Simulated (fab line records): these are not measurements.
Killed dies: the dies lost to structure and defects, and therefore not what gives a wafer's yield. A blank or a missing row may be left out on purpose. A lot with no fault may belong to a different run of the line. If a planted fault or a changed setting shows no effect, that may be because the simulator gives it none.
Chamber matching | flow nand_harc | NHARC_THIN_TSV_CMP_21 on cmp-01: 4 sister chambers
The step polishes, t overpolish 30 s, target thk 2000 nm. 16 wafers are shown with their chamber, then 8 later ones without.

EACH WAFER AND ITS CHAMBER
wafer  | chamber | motor_current_A (A) | overpolish_run_s (s)
L583.2 | 1       | 9.8                 | 29.999
L583.3 | 0       | 13.7                | 30.004
L583.6 | 2       | 13.4                | 29.982
L584.1 | 2       | 13.7                | 30.007
L584.4 | 1       | 10.0                | 30.013
L584.5 | 0       | 13.1                | 30.012
L585.2 | 3       | 12.6                | 30.002
L585.4 | 2       | 13.0                | 30.014
L585.5 | 0       | 14.1                | 30.010
L582.4 | 2       | 13.8                | 29.998
L582.5 | 3       | 12.7                | 29.990
L582.6 | 2       | 12.9                | 30.016
L590.1 | 3       | 12.5                | 30.006
L590.4 | 2       | 13.1                | 29.995
L590.6 | 0       | 13.7                | 29.999
L593.1 | 3       | 12.3                | 29.993

SIGNATURES (means of the wafers above)
reading          | chamber 0 | chamber 1 | chamber 2 | chamber 3 | scatter within a chamber
motor_current_A  | 13.650    | 9.900     | 13.317    | 12.525    | 0.332
overpolish_run_s | 30.00625  | 30.00600  | 30.00200  | 29.99775  | 0.01
Rule: a wafer lies at a distance from a chamber equal to the root of the sum of squares, over the readings, of (its reading less the chamber's mean, divided by the reading's scatter). If the next closest chamber is less than 2 further off than the closest, the wafer can't be placed; otherwise it belongs to the closest. The scatter: take each reading less its chamber's mean, square it, sum over the shown wafers, divide by the number of wafers less the number of chambers, and take the root.

WAFERS WITH NO CHAMBER GIVEN
wafer  | motor_current_A (A) | overpolish_run_s (s)
L593.3 | 10.4                | 30.003
L593.4 | 13.5                | 29.987
L600.3 | 9.9                 | 30.013
L600.4 | 13.7                | 29.991
L600.5 | 13.4                | 30.006
L605.3 | 12.5                | 30.001
L605.4 | 10.3                | 30.000
L605.6 | 12.9                | 29.999

WHICH CHAMBER EACH WENT THROUGH
wafer  | from the rows above          | in truth
L593.3 | 1                            | 1
L593.4 | can't be placed: 2 or 0 or 3 | 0
L600.3 | 1                            | 1
L600.4 | can't be placed: 0 or 2      | 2
L600.5 | can't be placed: 2 or 0      | 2
L605.3 | 3                            | 3
L605.4 | 1                            | 1
L605.6 | can't be placed: 3 or 2 or 0 | 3
Correctly placed: 4 of 8. From these rows, 4 cannot be placed; in 4 the true chamber is one of the candidates. Placed wrongly: 0.
